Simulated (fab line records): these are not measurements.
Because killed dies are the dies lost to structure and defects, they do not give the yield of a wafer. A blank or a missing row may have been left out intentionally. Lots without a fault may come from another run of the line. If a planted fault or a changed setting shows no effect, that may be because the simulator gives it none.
A struck lot beside a sound one | flow nand harc | 15 steps out of a route of 1302
Sound: these wafers, L425.3, L425.5, L425.6. The struck wafers were L417.3, L417.4, L417.5. The cause is named last.
Each step with rows lists, per side, the tool, then ch with its chambers, then its first start. Under that, the readings that differ: sound wafers | struck wafers | difference of the means | sigmas: that difference in standard deviations of wafers without a fault.
alike: readings with means less than 2 such deviations apart, plus words and numbers identical on both sides. not compared: withheld readings, readings lacking a value on some wafer, bounds such as >300 that could conceal the same value, and numbers that have no deviation in the record and whose values overlap.
The two part at a step that has a row with sigmas, a row that says differs or no value, or rows on one side only. Numbers that have no deviation but don't overlap get no sigmas and don't part them. A reading that every wafer of one side lacks parts them only if that side has two wafers or more.

first, 5 steps without rows for these wafers: NHARC_A_SGD_CUT_SOFTBAKE_04 (time 55 s); NHARC_A_SGD_CUT_EBR_05; NHARC_A_SGD_CUT_EXPOSE_06 (exposes mask SGD); NHARC_A_SGD_CUT_PEB_07 (peb time 65 s); NHARC_A_SGD_CUT_DEVELOP_08 (develop time 35 s).
NHARC_A_SGD_CUT_CD_MEAS_09: the cd target is 100 nm.
  sound on cd sem-01 ch 0, day 26 23:01; struck on cd sem-02 ch 0, day 23 10:35
  alike: cd nm
NHARC_A_SGD_CUT_OVL_MEAS_10:
  sound on overlay-01 at day 26 23:05; struck on overlay-01 at day 23 10:40
  reading           | sound       | struck         | difference | sigmas
  overlay x nm (nm) | 0.7 0.6 0.8 | -1.5 -1.4 -1.4 | -2.1       | -3
  alike: overlay y nm
NHARC_A_SGD_CUT_INSPECT_11:
  sound on defect inspect-01 at day 26 23:08; struck on defect inspect-02 at day 23 10:43
  alike: raw defect count
NHARC_A_SGD_CUT_DESCUM_14: chemistry O2, time 3 s.
  sound on rie diel-11 ch 0,3, day 26 23:11; struck on rie diel-02 ch 0,1,2, day 23 10:47
  alike: drypump motor current A, oes product au, rf vpp V, showerhead plenum p Torr, throttle valve pct
  not compared: rf hours counter h
NHARC_A_SGD_CUT_ETCH_58: etches the open film in CF4, target depth 39 nm, time 65 s.
  sound on rie diel-11 ch 0,1, day 26 23:17; struck on rie diel-02 ch 1,2,3, day 23 10:52
  alike: bias w, cf4 flow sccm, drypump motor current A, oes product au, rf vpp V, showerhead plenum p Torr, throttle valve pct
  not compared: rf hours counter h
NHARC_A_SGD_CUT_ETCH_59: etches the open film in N2/H2, target depth 260 nm, time 406.25 s.
  sound on rie diel-11 ch 1,2,3; struck on rie diel-02 ch 1,3
  alike: bias w, chamber pressure mTorr, drypump motor current A, oes product au, rf vpp V, showerhead plenum p Torr, throttle valve pct
  not compared: rf hours counter h
NHARC_A_SGD_CUT_ETCH_15: etches the open film in CH3F/O2, target depth 75 nm, time 64.3 s.
  sound on rie diel-11 ch 1,2,3; struck on rie diel-02 ch 0,2,3
  alike: bias w, ch3f flow sccm, drypump motor current A, oes product au, rf vpp V, showerhead plenum p Torr, throttle valve pct
  not compared: rf hours counter h
NHARC_A_SGD_CUT_ETCH_16: etches the open film in C4F8/O2/Ar, target depth 310.5 nm, time 155.2 s.
  sound on rie diel-11 ch 0,1, day 26 23:46; struck on rie diel-02 ch 0,2,3, day 23 11:21
  no value came back on the struck wafers for bias w (W), chamber pressure mTorr (mTorr), oes product au (a.u.), rf vpp V (V); on the sound wafers bias w (W) reads 800.0 799.6 801.1
  not compared: rf hours counter h
then, 1 step without rows for these wafers: NHARC_A_SGD_CUT_STRIP_60 (strips in C4F8/O2/Ar).
-- jump in the record: it breaks off in module A_SGD_CUT and resumes in module END (first step shown: number 1302 of the route), and 6 days separate the struck wafers' starts before and after --
NHARC_END_SORT_01:
  sound on prober-01 ch 0, day 32 00:29; struck on prober-02 ch 0, day 28 23:49
  reading         | sound    | struck                                                               | difference                   | sigmas
  hold            | - - -    | await dispo/5.1h/scrap await dispo/5.1h/scrap await dispo/5.1h/scrap | no value on the sound wafers |
  killed at array | 42 57 33 | 674 676 673                                                          | +630                         | +33
  killed dies     | 43 57 33 | 677 677 677                                                          | +633                         | +35
  alike: killed at other, killed at periphery, killed open, killed short

== WHERE THEY PART ==
Last at NHARC_END_SORT_01 as far as this record goes, first at NHARC_A_SGD_CUT_OVL_MEAS_10.

WHY: the cause the simulator had injected
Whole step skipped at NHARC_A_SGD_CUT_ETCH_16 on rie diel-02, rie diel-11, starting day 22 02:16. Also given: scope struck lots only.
